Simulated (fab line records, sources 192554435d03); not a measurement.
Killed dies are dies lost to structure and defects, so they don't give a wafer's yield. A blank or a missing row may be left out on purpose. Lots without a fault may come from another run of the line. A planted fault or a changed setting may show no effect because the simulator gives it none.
Chamber matching | flow n5_finfet | N5_MOL_CONTACT_COAG_ETCHBACK_135 on rie_diel-04: 4 sister chambers
The step etches SiO2 in CHF3, target depth 25 nm, time 16.7 s. 8 wafers are shown with their chamber, then 8 later ones without.

WAFERS WITH THEIR CHAMBER
wafer  | chamber | drypump_motor_current_A (A) | throttle_valve_pct (%)
L080.2 | 0       | 5.6                         | 19.16
L080.6 | 3       | 5.7                         | 18.48
L086.5 | 0       | 5.6                         | 19.18
L088.4 | 3       | 5.6                         | 18.51
L090.1 | 1       | 5.6                         | 18.70
L090.3 | 2       | 6.5                         | 18.65
L090.5 | 2       | 6.5                         | 18.66
L092.1 | 1       | 5.6                         | 18.70

WAFERS WITHOUT THEIR CHAMBER
wafer  | drypump_motor_current_A (A) | throttle_valve_pct (%)
L092.2 | 5.6                         | 18.52
L092.3 | 6.5                         | 18.64
L096.2 | 6.5                         | 18.68
L096.4 | 5.7                         | 18.52
L096.6 | 5.6                         | 18.69
L097.3 | 5.6                         | 18.81
L097.4 | 6.5                         | 18.69
L097.5 | 5.6                         | 18.81

WHICH CHAMBER EACH WENT THROUGH
wafer  | from the rows above | in truth
L092.2 | 3                   | 3
L092.3 | 2                   | 2
L096.2 | 2                   | 2
L096.4 | 3                   | 3
L096.6 | 1                   | 1
L097.3 | 1                   | 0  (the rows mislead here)
L097.4 | 2                   | 2
L097.5 | 1                   | 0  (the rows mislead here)
Placed correctly: 6 of 8. Can't be placed from these rows: 0. Placed wrongly: 2.
How it was worked out, from the rows above alone: a wafer's distance from a chamber is the root of the sum, over the readings, of the square of ((its reading less the chamber's mean) divided by the reading's scatter). The wafer belongs to the nearest chamber; if the next one is less than 2 further off, it can't be placed. A chamber's mean is the mean of its shown wafers. The scatter: the root of (the sum of the squares of (reading less its chamber's mean) over the shown wafers, divided by (wafers less chambers)).
